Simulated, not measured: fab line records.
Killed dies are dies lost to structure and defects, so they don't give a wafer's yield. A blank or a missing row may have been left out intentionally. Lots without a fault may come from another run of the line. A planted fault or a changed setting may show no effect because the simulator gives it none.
Split-lot study	flow n5 finfet	21 wafers read across 7 lots, on a route 1938 steps long

== THE SPLIT ==
At N5_BEOL_M11_ETCH_66 (etches SOC in N2/H2, target depth 120 nm, overetch 24 nm, time 180 s), the setting time s was moved away from the recipe's 180 s on 7 of the 21 wafers read, by -21.7% to +14.1%. The other wafers ran this setting at the recipe's value.

The reading is taken at the split's own step.

== THE READING ==
SiARC_of_BEOL_M11_COAT_64.thk nm (the simulator's own value, which no gauge read), in nm, at N5_BEOL_M11_ETCH_66 (etches SOC in N2/H2, target depth 120 nm, overetch 24 nm, time 180 s). There is no usual value for it anywhere in the file. Here, 14 wafers ran the recipe; their average is 22.6 nm with a standard deviation of 0.1 nm.

wafer	tool, chamber at the split	time s as run, s	against the recipe	SiARC_of_BEOL_M11_COAT_64.thk nm, nm	against lot-mates on the recipe
L074.2	rie diel-02, 0	180	recipe	22.4	-
L074.4	rie diel-02, 2,0	180	recipe	22.6	-
L074.6	rie diel-02, 2,0	180	recipe	22.6	-
L076.1	rie diel-06, 3,1,3	180	recipe	22.6	-
L076.4	rie diel-06, 3,1,3	180	recipe	22.6	-
L076.6	rie diel-06, 3,1,3	180	recipe	22.6	-
L080.1	rie diel-02, 0	156.3	-13.2%	23.6	+0.9
L080.4	rie diel-02, 1	180	recipe	22.8	-
L080.5	rie diel-02, 3	180	recipe	22.6	-
L089.1	rie diel-03, 0	180	recipe	22.8	-
L089.3	rie diel-03, 2	205.4	+14.1%	21.6	-1.1
L089.5	rie diel-03, 2	180	recipe	22.6	-
L083.1	rie diel-02, 0	180	recipe	22.6	-
L083.3	rie diel-02, 1	140.9	-21.7%	24.4	+1.8
L083.5	rie diel-02, 1	140.9	-21.7%	24.4	+1.8
L097.1	rie diel-06, 0	180	recipe	22.6	-
L097.2	rie diel-06, 2,1	202	+12.2%	21.8	-0.8
L097.5	rie diel-06, 2,1	202	+12.2%	21.8	-0.8
L096.3	rie diel-02, 2	180	recipe	22.8	-
L096.5	rie diel-02, 3	190.6	+5.9%	22.2	-0.5
L096.6	rie diel-02, 0	180	recipe	22.6	-
The file does not say which wafer passed through which chamber wherever a row lists several chambers: such a row stands for several wafers.

THE FIT
A straight line over all 21 wafers: SiARC_of_BEOL_M11_COAT_64.thk nm changes by -0.0768 nm for each +1% of time s; r = -0.99; the points scatter about the line by 0.1 nm.
The same after taking each lot's own level away (the mean of its wafers on the recipe; 21 wafers): -0.0775 nm for each +1%; r = -0.99; scatter 0.094 nm.
The reading moves by 1.7 nm for the largest change in time s, on that fit.
Across the lots, their own levels run from 22.53 to 22.70 nm, a range of 1.6 times the standard deviation given above.
Hence the lot-to-lot level has little effect on the slope; both slopes agree.
Check: +1.65 nm against its lot-mates is what the line predicts for one of the wafers moved furthest among these (-21.7%) when that wafer is left out of the fit. Against them it came out at +1.8 nm.

== OTHER SPLITS ON THESE WAFERS ==
Note: prior to the reading, these wafers also went through further splits. Each is held against what the fit with the lots' levels taken away leaves over:
other split on the same wafers	wafers away from the commonest value	r with SiARC_of_BEOL_M11_COAT_64.thk nm (lot level and that fit taken away)
N5_BEOL_M7_TRENCH_ETCH_37 source w	6	+0.25
N5_BEOL_M8_COAT_63 spin rpm	4	+0.15
N5_BEOL_M8_COAT_64 spin rpm	7	+0.27
N5_BEOL_M9_EXPOSE_25 dose mj	8	+0.32
N5_BEOL_M9_ETCH_66 time s	6	+0.21
N5_BEOL_M10_COAT_05 spin rpm	5	+0.10

== THE FILE'S OWN FIT ==
SiARC_of_BEOL_M11_COAT_64.thk nm changes by -0.077 nm for each +1% of time s, r = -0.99.
